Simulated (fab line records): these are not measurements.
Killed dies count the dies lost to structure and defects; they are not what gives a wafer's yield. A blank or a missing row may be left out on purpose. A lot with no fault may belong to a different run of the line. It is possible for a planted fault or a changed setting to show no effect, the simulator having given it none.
Matching of chambers || flow n5Finfet || N5_BEOL_M0_SAQP_PECVD_04 on pecvd-03: 3 sister chambers
The step deposits a-Si from SiH4/He, target thk 60 nm, time 60.2 s. 6 wafers are shown with their chamber, then 10 later ones without.

== WAFERS, EACH WITH ITS CHAMBER ==
{"wafer": "L079.6", "chamber": 2, "throttleValvePct (%)": 18.7, "heaterPowerW (W)": 496}
{"wafer": "L085.2", "chamber": 2, "throttleValvePct (%)": 18.6, "heaterPowerW (W)": 494}
{"wafer": "L089.3", "chamber": 1, "throttleValvePct (%)": 17.8, "heaterPowerW (W)": 750}
{"wafer": "L089.4", "chamber": 0, "throttleValvePct (%)": 17.1, "heaterPowerW (W)": 642}
{"wafer": "L091.3", "chamber": 1, "throttleValvePct (%)": 18.0, "heaterPowerW (W)": 712}
{"wafer": "L091.5", "chamber": 0, "throttleValvePct (%)": 16.8, "heaterPowerW (W)": 585}

== WAFERS WITH NO CHAMBER GIVEN ==
{"wafer": "L091.6", "throttleValvePct (%)": 17.9, "heaterPowerW (W)": 726}
{"wafer": "L093.1", "throttleValvePct (%)": 16.9, "heaterPowerW (W)": 656}
{"wafer": "L093.2", "throttleValvePct (%)": 17.9, "heaterPowerW (W)": 771}
{"wafer": "L093.4", "throttleValvePct (%)": 18.0, "heaterPowerW (W)": 768}
{"wafer": "L096.2", "throttleValvePct (%)": 17.0, "heaterPowerW (W)": 441}
{"wafer": "L096.3", "throttleValvePct (%)": 17.9, "heaterPowerW (W)": 753}
{"wafer": "L096.4", "throttleValvePct (%)": 16.9, "heaterPowerW (W)": 438}
{"wafer": "L097.2", "throttleValvePct (%)": 17.0, "heaterPowerW (W)": 641}
{"wafer": "L097.4", "throttleValvePct (%)": 18.0, "heaterPowerW (W)": 789}
{"wafer": "L097.5", "throttleValvePct (%)": 17.2, "heaterPowerW (W)": 635}

== EACH ONE'S CHAMBER ==
{"wafer": "L091.6", "from the rows above": 1, "in truth": 1}
{"wafer": "L093.1", "from the rows above": 0, "in truth": 0}
{"wafer": "L093.2", "from the rows above": 1, "in truth": 1}
{"wafer": "L093.4", "from the rows above": 1, "in truth": 1}
{"wafer": "L096.2", "from the rows above": 0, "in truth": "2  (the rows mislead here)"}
{"wafer": "L096.3", "from the rows above": 1, "in truth": 1}
{"wafer": "L096.4", "from the rows above": 0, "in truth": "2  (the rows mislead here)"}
{"wafer": "L097.2", "from the rows above": 0, "in truth": 0}
{"wafer": "L097.4", "from the rows above": 1, "in truth": 1}
{"wafer": "L097.5", "from the rows above": 0, "in truth": 0}
8 of 10 placed correctly. From these rows, 0 cannot be placed. Number placed wrongly: 2.
How it was worked out, from the rows above alone: a wafer's distance from a chamber is the root of the sum, over the readings, of the square of ((its reading less the chamber's mean) divided by the reading's scatter). The wafer belongs to the nearest chamber; if the next one is less than 2 further off, it can't be placed. A chamber's mean is the mean of its shown wafers. The scatter: the root of (the sum of the squares of (reading less its chamber's mean) over the shown wafers, divided by (wafers less chambers)).
